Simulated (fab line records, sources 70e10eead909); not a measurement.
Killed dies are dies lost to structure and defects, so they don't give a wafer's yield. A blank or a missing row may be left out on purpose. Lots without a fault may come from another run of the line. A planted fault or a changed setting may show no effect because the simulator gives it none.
Chamber matching | flow nand_harc | NHARC_A_BLC_DESCUM_15 on rie_diel-12: 4 sister chambers
The step chemistry O2, time 3 s. 8 wafers are shown with their chamber, then 9 later ones without.

WAFERS WITH THEIR CHAMBER
wafer  | chamber | showerhead_plenum_p_Torr (Torr) | drypump_motor_current_A (A)
L075.4 | 2       | 1.84                            | 6.1
L084.3 | 3       | 1.90                            | 4.8
L087.1 | 3       | 1.90                            | 4.8
L087.4 | 0       | 1.97                            | 5.7
L087.5 | 1       | 2.00                            | 5.6
L085.1 | 2       | 1.83                            | 6.0
L085.4 | 0       | 1.97                            | 5.7
L085.6 | 1       | 2.00                            | 5.6

WAFERS WITHOUT THEIR CHAMBER
wafer  | showerhead_plenum_p_Torr (Torr) | drypump_motor_current_A (A)
L091.4 | 1.90                            | 4.8
L091.5 | 2.00                            | 5.6
L091.6 | 1.97                            | 5.7
L093.1 | 1.90                            | 4.8
L093.3 | 1.83                            | 6.1
L093.4 | 2.00                            | 5.6
L097.1 | 1.97                            | 5.7
L097.3 | 2.00                            | 5.6
L097.5 | 2.00                            | 5.6

WHICH CHAMBER EACH WENT THROUGH
wafer  | from the rows above | in truth
L091.4 | 3                   | 3
L091.5 | 1                   | 1
L091.6 | 0                   | 0
L093.1 | 3                   | 3
L093.3 | 2                   | 2
L093.4 | 1                   | 1
L097.1 | 0                   | 0
L097.3 | 1                   | 1
L097.5 | 1                   | 1
Placed correctly: 9 of 9. Can't be placed from these rows: 0. Placed wrongly: 0.
How it was worked out, from the rows above alone: a wafer's distance from a chamber is the root of the sum, over the readings, of the square of ((its reading less the chamber's mean) divided by the reading's scatter). The wafer belongs to the nearest chamber; if the next one is less than 2 further off, it can't be placed. A chamber's mean is the mean of its shown wafers. The scatter: the root of (the sum of the squares of (reading less its chamber's mean) over the shown wafers, divided by (wafers less chambers)).
